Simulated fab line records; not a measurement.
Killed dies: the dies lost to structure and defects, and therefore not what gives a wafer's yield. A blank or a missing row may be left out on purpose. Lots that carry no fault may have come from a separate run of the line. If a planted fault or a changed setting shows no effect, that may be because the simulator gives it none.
Chamber matching || flow n5-finfet || rie-diel-04 running N5_BEOL_M6_STRIP_19: 4 sister chambers
The step strips in O2. 14 wafers are shown with their chamber, then 7 later ones without.

== WAFERS WITH THEIR CHAMBER ==
{"wafer": "L075.1", "chamber": 3, "showerhead-plenum-p-Torr (Torr)": 1.99, "throttle-valve-pct (%)": 16.45, "oes-product-au (a.u.)": 0.74}
{"wafer": "L075.2", "chamber": 2, "showerhead-plenum-p-Torr (Torr)": 2.23, "throttle-valve-pct (%)": 16.52, "oes-product-au (a.u.)": 0.95}
{"wafer": "L075.4", "chamber": 2, "showerhead-plenum-p-Torr (Torr)": 2.23, "throttle-valve-pct (%)": 16.53, "oes-product-au (a.u.)": 0.94}
{"wafer": "L083.1", "chamber": 0, "showerhead-plenum-p-Torr (Torr)": 2.07, "throttle-valve-pct (%)": 16.72, "oes-product-au (a.u.)": 0.95}
{"wafer": "L083.3", "chamber": 2, "showerhead-plenum-p-Torr (Torr)": 2.22, "throttle-valve-pct (%)": 16.59, "oes-product-au (a.u.)": 0.89}
{"wafer": "L083.5", "chamber": 0, "showerhead-plenum-p-Torr (Torr)": 2.07, "throttle-valve-pct (%)": 16.73, "oes-product-au (a.u.)": 0.96}
{"wafer": "L093.1", "chamber": 0, "showerhead-plenum-p-Torr (Torr)": 2.06, "throttle-valve-pct (%)": 16.75, "oes-product-au (a.u.)": 0.90}
{"wafer": "L093.2", "chamber": 3, "showerhead-plenum-p-Torr (Torr)": 1.98, "throttle-valve-pct (%)": 16.55, "oes-product-au (a.u.)": 0.70}
{"wafer": "L093.4", "chamber": 3, "showerhead-plenum-p-Torr (Torr)": 1.98, "throttle-valve-pct (%)": 16.56, "oes-product-au (a.u.)": 0.71}
{"wafer": "L094.2", "chamber": 1, "showerhead-plenum-p-Torr (Torr)": 2.06, "throttle-valve-pct (%)": 16.27, "oes-product-au (a.u.)": 0.97}
{"wafer": "L094.4", "chamber": 3, "showerhead-plenum-p-Torr (Torr)": 1.98, "throttle-valve-pct (%)": 16.55, "oes-product-au (a.u.)": 0.71}
{"wafer": "L094.6", "chamber": 0, "showerhead-plenum-p-Torr (Torr)": 2.06, "throttle-valve-pct (%)": 16.75, "oes-product-au (a.u.)": 0.89}
{"wafer": "L096.2", "chamber": 3, "showerhead-plenum-p-Torr (Torr)": 1.97, "throttle-valve-pct (%)": 16.56, "oes-product-au (a.u.)": 0.70}
{"wafer": "L096.4", "chamber": 0, "showerhead-plenum-p-Torr (Torr)": 2.06, "throttle-valve-pct (%)": 16.74, "oes-product-au (a.u.)": 0.88}

SIGNATURES, as means of the wafers listed above
{"reading": "showerhead-plenum-p-Torr", "chamber 0": 2.0640, "chamber 1": 2.0600, "chamber 2": 2.2267, "chamber 3": 1.9800, "scatter within a chamber": 0.00622}
{"reading": "throttle-valve-pct", "chamber 0": 16.7380, "chamber 1": 16.2700, "chamber 2": 16.5467, "chamber 3": 16.5340, "scatter within a chamber": 0.0353}
{"reading": "oes-product-au", "chamber 0": 0.9160, "chamber 1": 0.9700, "chamber 2": 0.9267, "chamber 3": 0.7120, "scatter within a chamber": 0.0291}
Rule: a wafer lies at a distance from a chamber equal to the root of the sum of squares, over the readings, of (its reading less the chamber's mean, divided by the reading's scatter). If the next closest chamber is less than 2 further off than the closest, the wafer can't be placed; otherwise it belongs to the closest. The scatter: take each reading less its chamber's mean, square it, sum over the shown wafers, divide by the number of wafers less the number of chambers, and take the root.

== WAFERS WITHOUT THEIR CHAMBER ==
{"wafer": "L096.6", "showerhead-plenum-p-Torr (Torr)": 1.97, "throttle-valve-pct (%)": 16.57, "oes-product-au (a.u.)": 0.69}
{"wafer": "L095.1", "showerhead-plenum-p-Torr (Torr)": 1.97, "throttle-valve-pct (%)": 16.58, "oes-product-au (a.u.)": 0.69}
{"wafer": "L095.2", "showerhead-plenum-p-Torr (Torr)": 2.06, "throttle-valve-pct (%)": 16.76, "oes-product-au (a.u.)": 0.89}
{"wafer": "L095.3", "showerhead-plenum-p-Torr (Torr)": 2.06, "throttle-valve-pct (%)": 16.30, "oes-product-au (a.u.)": 0.95}
{"wafer": "L095.4", "showerhead-plenum-p-Torr (Torr)": 2.21, "throttle-valve-pct (%)": 16.62, "oes-product-au (a.u.)": 0.85}
{"wafer": "L095.5", "showerhead-plenum-p-Torr (Torr)": 2.06, "throttle-valve-pct (%)": 16.29, "oes-product-au (a.u.)": 0.94}
{"wafer": "L095.6", "showerhead-plenum-p-Torr (Torr)": 2.06, "throttle-valve-pct (%)": 16.76, "oes-product-au (a.u.)": 0.89}

== WHICH CHAMBER EACH ONE RAN IN ==
{"wafer": "L096.6", "from the rows above": 3, "in truth": 3}
{"wafer": "L095.1", "from the rows above": 3, "in truth": 3}
{"wafer": "L095.2", "from the rows above": 0, "in truth": 0}
{"wafer": "L095.3", "from the rows above": 1, "in truth": 1}
{"wafer": "L095.4", "from the rows above": 2, "in truth": 2}
{"wafer": "L095.5", "from the rows above": 1, "in truth": 1}
{"wafer": "L095.6", "from the rows above": 0, "in truth": 0}
Correct placement for 7 of the 7. Left unplaced by these rows: 0. Number placed wrongly: 0.
